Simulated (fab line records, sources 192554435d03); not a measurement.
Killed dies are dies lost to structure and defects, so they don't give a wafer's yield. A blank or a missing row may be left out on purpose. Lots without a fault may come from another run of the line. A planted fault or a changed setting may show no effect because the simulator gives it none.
A struck lot beside a sound one | flow n5_finfet | 19 steps out of a route of 1938
Sound: wafers L958.1, L958.4, L958.5. Struck: wafers L968.1, L968.3, L968.4. The cause comes at the end.
At each step with rows: each side's tool, then ch and its chambers, then its first start. Under that, the readings that differ: sound wafers | struck wafers | difference of the means | sigmas: that difference in standard deviations of wafers without a fault.
alike: readings whose means differ by less than 2 such deviations, and words and numbers that are the same on both sides. not compared: withheld readings, readings that some wafer has no value for, bounds like >300 that may hide the same value, and numbers for which the record gives no deviation and whose values overlap.
The two part at a step that has a row with sigmas, a row that says differs or no value, or rows on one side only. Numbers that don't overlap but have no deviation are shown without sigmas and don't part them. A reading that every wafer of one side lacks parts them only if that side has two wafers or more.

first, 11 steps without rows for these wafers: N5_BEOL_M5_STRIP_63 (strips in N2/H2); N5_BEOL_M5_STRIP_73 (strips in N2/H2); N5_BEOL_M5_STRIP_64 (strips in CF4); N5_BEOL_M5_HM_OPEN_17 (chemistry Cl2/BCl3, target TiN, target depth 20 nm, overetch 6 nm); N5_BEOL_M5_STRIP_19 (strips in O2); N5_BEOL_M5_COAT_65 (time 60 s, resist thk 60 nm); N5_BEOL_M5_COAT_66 (time 60 s, resist thk 12 nm); N5_BEOL_M5_COAT_74 (time 60 s, resist thk 5 nm); N5_BEOL_M5_COAT_22 (resist thk 30 nm); N5_BEOL_M5_EBR_24; N5_BEOL_M5_SOFTBAKE_23 (time 60 s).
N5_BEOL_M5_EXPOSE_25: exposes mask V4, defocus 10 nm.
  sound on euv_scanner-01 ch 0, day 8 19:47; struck on euv_scanner-01 ch 0, day 11 12:19
  reading              | sound             | struck            | difference | sigmas
  exposure_dose_mJ_cm2 | 52.66 52.66 52.65 | 51.45 51.40 51.45 | -1.22      | -16
  alike: mask
then, 3 steps without rows for these wafers: N5_BEOL_M5_PEB_26 (peb time 60 s); N5_BEOL_M5_DEVELOP_27 (develop time 30 s); N5_BEOL_M5_DESCUM_33 (chemistry O2, time 7 s).
N5_BEOL_M5_ETCH_75: etches underlayer in N2/H2, target depth 6.5 nm, time 5.2 s.
  sound on rie_diel-01 ch 1,2,3, day 8 20:28; struck on rie_diel-06 ch 0,3, day 11 12:44
  reading                  | sound          | struck         | difference | sigmas
  model.BEOL_M5.cd_nm (nm) | 28.6 28.4 27.8 | 27.6 27.6 27.6 | -0.7       |
  alike: drypump_motor_current_A, etch_rf_on_time_s, h2_flow_sccm, oes_product_au, rf_vpp_V, showerhead_plenum_p_Torr, throttle_valve_pct
  not compared: rf_hours_counter_h
N5_BEOL_M5_ETCH_67: etches SiARC in CF4, target depth 15.6 nm, time 26 s.
  sound on rie_diel-01 ch 1,2,3, day 8 20:29; struck on rie_diel-06 ch 0,3, day 11 12:46
  reading                  | sound        | struck         | difference | sigmas
  model.BEOL_M5.cd_nm (nm) | 28.6 28.4 28 | 27.4 27.4 27.4 | -0.9       |
  alike: drypump_motor_current_A, etch_rf_on_time_s, oes_product_au, rf_vpp_V, showerhead_plenum_p_Torr, throttle_valve_pct
  not compared: rf_hours_counter_h
then, 1 step without rows for these wafers: N5_BEOL_M5_ETCH_68 (etches SOC in N2/H2, target depth 80 nm, overetch 16 nm, time 120 s).
-- the record jumps here: 4 days lie between the struck wafers' starts before and after (it left off in module BEOL_M5 and takes up again in module PASSIVATION, whose first step shown is number 1936 of the route) --
N5_PASSIVATION_PROBE_49:
  the record has rows for the struck wafers here (prober-02, day 15 14:47) and none for the sound ones

WHERE THEY PART
First at N5_BEOL_M5_EXPOSE_25; last, within this record, at N5_PASSIVATION_PROBE_49.

WHY: what the simulator had put in
Process parameter drift: euv_scanner-01, from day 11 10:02 on, at N5_BEOL_M5_EXPOSE_25. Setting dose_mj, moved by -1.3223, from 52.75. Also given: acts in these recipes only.
